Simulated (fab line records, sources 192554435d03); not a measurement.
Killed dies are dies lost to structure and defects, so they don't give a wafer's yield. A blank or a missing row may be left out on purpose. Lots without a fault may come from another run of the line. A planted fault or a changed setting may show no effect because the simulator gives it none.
Chamber matching | flow n5_finfet | N5_BEOL_M13_DEP_53 on pecvd-01: 3 sister chambers
The step deposits SiCN from 3MS/NH3, target thk 50 nm, time 17.8 s. 6 wafers are shown with their chamber, then 8 later ones without.

WAFERS WITH THEIR CHAMBER
wafer  | chamber | throttle_valve_pct (%) | showerhead_plenum_p_Torr (Torr)
L079.1 | 2       | 18.1                   | 4.190
L083.5 | 2       | 18.2                   | 4.200
L088.1 | 0       | 18.0                   | 4.132
L088.4 | 1       | 21.3                   | 4.123
L088.5 | 0       | 17.6                   | 4.138
L094.1 | 1       | 20.9                   | 4.131

WAFERS WITHOUT THEIR CHAMBER
wafer  | throttle_valve_pct (%) | showerhead_plenum_p_Torr (Torr)
L094.5 | 18.5                   | 4.193
L094.6 | 21.1                   | 4.131
L095.2 | 21.2                   | 4.125
L095.4 | 18.0                   | 4.129
L095.6 | 21.2                   | 4.131
L097.1 | 18.5                   | 4.206
L097.2 | 21.1                   | 4.127
L097.3 | 17.8                   | 4.143

WHICH CHAMBER EACH WENT THROUGH
wafer  | from the rows above | in truth
L094.5 | 2                   | 2
L094.6 | 1                   | 1
L095.2 | 1                   | 1
L095.4 | 0                   | 0
L095.6 | 1                   | 1
L097.1 | 2                   | 2
L097.2 | 1                   | 1
L097.3 | 0                   | 0
Placed correctly: 8 of 8. Can't be placed from these rows: 0. Placed wrongly: 0.
How it was worked out, from the rows above alone: a wafer's distance from a chamber is the root of the sum, over the readings, of the square of ((its reading less the chamber's mean) divided by the reading's scatter). The wafer belongs to the nearest chamber; if the next one is less than 2 further off, it can't be placed. A chamber's mean is the mean of its shown wafers. The scatter: the root of (the sum of the squares of (reading less its chamber's mean) over the shown wafers, divided by (wafers less chambers)).
